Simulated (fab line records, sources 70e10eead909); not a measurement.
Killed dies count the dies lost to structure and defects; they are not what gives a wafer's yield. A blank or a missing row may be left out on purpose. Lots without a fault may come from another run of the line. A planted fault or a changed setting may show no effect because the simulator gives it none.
Comparing a struck lot with a sound one -- flow nandHarc -- 23 out of 1159 route steps
Sound: wafers L294.2, L294.3, L294.6. Struck: wafer L304.4. (L304.1, L304.3 of the same lot were not struck and are left out.) The cause comes at the end.
Each step with rows lists, per side, the tool, then ch with its chambers, then its first start. Under that, the readings that differ: sound wafers -- struck wafers -- difference of the means -- sigmas: that difference in standard deviations of wafers without a fault.
alike: readings whose means differ by less than 2 such deviations, and words and numbers that are the same on both sides. not compared: withheld readings, readings that some wafer has no value for, bounds like >300 that may hide the same value, and numbers for which the record gives no deviation and whose values overlap.
The two part at a step that has a row with sigmas, a row that says differs or no value, or rows on one side only. When numbers do not overlap yet have no deviation, they are printed without sigmas and do not part them. A reading missing from all wafers of one side parts the sides only when that side holds two or more wafers.

first, 4 steps without rows for these wafers: NHARC_P_GATE_EBR_87; NHARC_P_GATE_EXPOSE_88 (exposes mask P HVN, target cd 2000 nm); NHARC_P_GATE_PEB_89 (peb time 85 s); NHARC_P_GATE_DEVELOP_90 (time 70 s).
NHARC_P_GATE_CD_MEAS_91 targets a cd of 2000 nm.
  sound on cdSem-03 ch 0, day 6 07:38; struck on cdSem-01 ch 0, day 8 17:35
  alike: cdNm
then, 3 steps without rows for these wafers: NHARC_P_GATE_HARDBAKE_92 (time 80 s); NHARC_P_GATE_DESCUM_93 (chemistry O2, time 3 s); NHARC_P_GATE_IMPLANT_94.
NHARC_P_GATE_STRIP_113: strips in N2/H2, time 740 s.
  sound on plasmaAsher-02 ch 0,1, day 6 08:11; struck on plasmaAsher-01 ch 1, day 8 18:39
  alike: drypumpMotorCurrentA, heaterPowerW, rfReflPowerW
  not compared: rfHoursCounterH
NHARC_P_GATE_STRIP_95: strips in O2.
  sound on plasmaAsher-02 ch 0,1, day 6 08:54; struck on plasmaAsher-01 ch 1, day 8 19:14
  alike: drypumpMotorCurrentA, heaterPowerW, rfReflPowerW
  not compared: rfHoursCounterH
then, 2 steps without rows for these wafers: NHARC_P_GATE_STRIP_96 (strips in SPM, time 900 s); NHARC_P_GATE_RTA_64 (time 1 s).
NHARC_P_GATE_ETCH_77: etches SiO2 in dHF, target depth 6 nm.
  sound on wetBench-07 ch 1,3,4, day 6 09:41; struck on wetBench-07 ch 0,4,5, day 8 20:00
then, 4 steps without rows for these wafers: NHARC_P_GATE_DEGAS_109 (time 60 s); NHARC_P_GATE_PRE_CLEAN_110 (time 30 s); NHARC_P_GATE_SPUTTER_78 (material Ni, target thk 10 nm); NHARC_P_GATE_SPUTTER_79 (material TiN, target thk 10 nm).
NHARC_P_GATE_RTA_80: time 30 s.
  sound on rtpAnneal-01 ch 0, day 6 10:08; struck on rtpAnneal-02 ch 0, day 8 20:25
reading,sound,struck,difference,sigmas
wafer_temp_C_max,301.1 301.4 301.2,302.4,+1.2,+2
then, 1 step without rows for these wafers: NHARC_P_GATE_STRIP_67 (strips in SPM, time 600 s).
NHARC_P_GATE_RTA_82: time 30 s.
  sound on rtpAnneal-02 ch 0, day 6 10:37; struck on rtpAnneal-01 ch 0, day 8 20:52
reading,sound,struck,difference,sigmas
lampPowerPct (%),3.42 3.42 3.42,3.74,+0.32,+2
wafer_temp_C_max,453.7 454.0 453.9,451.6,-2.3,-3
  alike: lamp_zone_7_pct
NHARC_P_GATE_INSPECT_68:
  sound on defectInspect-02, day 6 10:47; struck on defectInspect-02, day 8 21:04
reading,sound,struck,difference,sigmas
rawDefectCount,183 246 145,582,+391,+5
NHARC_P_CONTACT_DEP_30: deposits SiNx, target thk 30 nm.
  sound on pecvd-02 ch 0,2, day 6 10:53; struck on pecvd-01 ch 2, day 8 21:10
  alike: heaterPowerW
  not compared: sinceWetCleanH
-- jump in the record: it breaks off in module P_CONTACT and resumes in module END (first step shown: number 1159 of the route), and 15 days separate the struck wafers' starts before and after --
NHARC_END_SORT_01:
  here the record holds rows for the struck wafers (prober-02 ch 0, day 24 07:16) but none for the sound ones

== WHERE THEY PART ==
At NHARC_P_GATE_RTA_80 first; at NHARC_END_SORT_01 last (within this record only).

WHY: what had been put in by the simulator
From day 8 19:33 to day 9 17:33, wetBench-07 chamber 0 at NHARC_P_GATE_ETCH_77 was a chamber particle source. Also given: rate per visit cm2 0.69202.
